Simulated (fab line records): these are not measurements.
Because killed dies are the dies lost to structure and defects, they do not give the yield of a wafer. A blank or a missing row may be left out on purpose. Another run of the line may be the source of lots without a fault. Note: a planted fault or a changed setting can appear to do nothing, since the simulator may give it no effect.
Code-filled problem report in 8D (eight disciplines) form :: flow n5_finfet :: the parts of the form that need people (team, actions taken, sign-off) are left out

== 1. PROBLEM STATEMENT ==
Mean of killed_at_M4_up at N5_PASSIVATION_PROBE_49: 1013 across 4 wafers in 3 lots; on wafers with no fault it is 14 (standard deviation 6.4). That is +99 or more standard deviations from the usual mean.
First seen on wafer L617.2, day 15 09:30, on prober-01. The record has a number at this step for 20 wafers belonging to 8 lots. The rule behind "out" and "out of limits": a value lying over 4 standard deviations away from the usual mean. All remaining wafers that have a number are taken as sound.

== 2. WHAT THIS IS AND IS NOT ==
question: which readings at this step
is: killed_at_M4_up, defect_limited_yield, killed_dies, killed_on_rim, sort_bin_5_function, sort_n_pass, sort_yield_pct
is not: killed_at_M0_to_M3, killed_at_front_end, killed_at_other, killed_short, sort_bin_8_speed

question: which lots
is: L617, L618, L620
is not: L607, L608, L622, L624, L626

question: which wafers of those lots
is: L617.2, L617.6, L618.6, L620.6
is not: L618.4, L620.3

question: read on which tools
is: prober-01, prober-02
is not: -

question: when
is: from day 15 09:30
is not: up to then (6 sound wafers); but 10 sound wafers of L618, L620, L622, L624, L626 came after

== 3. WHAT RULES OUT EACH SUSPECT ==
Counting: a tool at a process step up to the reading stays a suspect if it ran every lot that is out. Sound lots after the first of them don't rule it out here, since some wafers of a struck lot are sound.
- rie_diel-04 at N5_BEOL_M11_VIA_ETCH_34 (etches SiCOH lowk in C4F6/O2, target depth 184.5 nm, time 69.2 s): kept. Ran every lot that is out, first one L617 (day 13 18:01); last sound lot up to then L608 (day 10 21:10).
- rie_metal-03 at N5_MIM_BOT_ETCH_ETCH_03 (etches the open film in Cl2/BCl3, target depth 12 nm): kept. It ran every lot that is out and that the record shows at this step, first L618 (day 15 06:16). The record shows only 2 of the 3 lots at this step.
The count leaves rie_metal-03 at N5_MIM_BOT_ETCH_ETCH_03 and rie_diel-04 at N5_BEOL_M11_VIA_ETCH_34.

== 4. THE CAUSE (what the simulator had put in) ==
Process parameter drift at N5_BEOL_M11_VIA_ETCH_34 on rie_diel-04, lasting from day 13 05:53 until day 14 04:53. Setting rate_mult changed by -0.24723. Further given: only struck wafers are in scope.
Of the 2 suspects that counting leaves, this tool is one.

== 5. THE CHAIN OF EFFECTS, in route order ==
One row per reading whose mean, taken over the struck wafers that have a number, lies over 3 standard deviations from the usual. Only readings for which the record gives a usual standard deviation are gone through. hours: the time from each lot's start at the first step in this table that gives one to its start at this step, as a median over the lots. sigmas: the change in usual standard deviations.
hours: 0
step: N5_PASSIVATION_PROBE_49
reading: defect_limited_yield
usual: 91.3 %
on struck wafers: 6.7
change: -84.6
sigmas: -50

hours: 0
step: N5_PASSIVATION_PROBE_49
reading: killed_at_M4_up
usual: 14
on struck wafers: 1013
change: +999
sigmas: +99 or more

hours: 0
step: N5_PASSIVATION_PROBE_49
reading: killed_dies
usual: 103
on struck wafers: 1101
change: +998
sigmas: +50

hours: 0
step: N5_PASSIVATION_PROBE_49
reading: killed_on_rim
usual: 13
on struck wafers: 145
change: +132
sigmas: +33

hours: 0
step: N5_PASSIVATION_PROBE_49
reading: sort_bin_5_function
usual: 5.1 %
on struck wafers: 89.6
change: +84.5
sigmas: +77

hours: 0
step: N5_PASSIVATION_PROBE_49
reading: sort_n_pass
usual: 1077
on struck wafers: 79
change: -998
sigmas: -48

hours: 0
step: N5_PASSIVATION_PROBE_49
reading: sort_yield_pct
usual: 91.2 %
on struck wafers: 6.7
change: -84.5
sigmas: -50
Process steps it contains:
- N5_PASSIVATION_PROBE_49

== 6. WHAT WOULD HAVE CAUGHT IT SOONER ==
52 hours passed between the start of the fault at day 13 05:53 and the first reading out of limits in this record, taken at day 15 09:30.
An alarm limit of 4 standard deviations would not have fired on the tool readings at N5_BEOL_M11_VIA_ETCH_34 for which the record gives a usual standard deviation, since none of them was out on any struck wafer.
By day 15 09:30 the whole set of lots that are out, 3 in number, had already begun N5_BEOL_M11_VIA_ETCH_34 on rie_diel-04. Tool hold at that time: it would have spared none of them.
